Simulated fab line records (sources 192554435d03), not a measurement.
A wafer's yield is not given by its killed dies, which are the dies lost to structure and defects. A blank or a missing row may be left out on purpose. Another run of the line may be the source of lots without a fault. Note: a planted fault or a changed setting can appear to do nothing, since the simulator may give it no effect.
Matching of chambers + flow n5Finfet + N5_BEOL_M8_STRIP_36 on rieDiel-03: 4 sister chambers
The step strips in N2/H2. 4 wafers are shown with their chamber, then 7 later ones without.

== WAFERS WITH THEIR CHAMBER ==
| wafer  | chamber | drypumpMotorCurrentA (A) |
|--------|---------|--------------------------|
| L086.5 | 1       | 5.4                      |
| L086.6 | 0       | 6.1                      |
| L092.1 | 3       | 6.3                      |
| L092.4 | 2       | 5.4                      |

== WAFERS WITHOUT THEIR CHAMBER ==
| wafer  | drypumpMotorCurrentA (A) |
|--------|--------------------------|
| L092.5 | 5.5                      |
| L094.2 | 6.3                      |
| L094.5 | 5.5                      |
| L094.6 | 5.4                      |
| L097.1 | 5.4                      |
| L097.2 | 6.1                      |
| L097.5 | 5.4                      |

== EACH ONE'S CHAMBER ==
| wafer  | from the rows above     | in truth |
|--------|-------------------------|----------|
| L092.5 | can't be placed: 1 or 2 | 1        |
| L094.2 | 3                       | 3        |
| L094.5 | can't be placed: 1 or 2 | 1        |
| L094.6 | can't be placed: 1 or 2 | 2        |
| L097.1 | can't be placed: 1 or 2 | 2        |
| L097.2 | 0                       | 0        |
| L097.5 | can't be placed: 1 or 2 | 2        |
Placed correctly: 2 of 7. Can't be placed from these rows: 5 (the true chamber is among the candidates in 5). Placed wrongly: 0.
How it was worked out, from the rows above alone: a wafer's distance from a chamber is the root of the sum, over the readings, of the square of ((its reading less the chamber's mean) divided by the reading's scatter). If the next closest chamber is less than 2 further off than the closest, the wafer can't be placed; otherwise it belongs to the closest. Each chamber's mean is taken over the wafers shown for it. The scatter (one wafer shown for each chamber): square how far every hidden wafer sits from the nearest shown wafer, average those squares and take the square root.
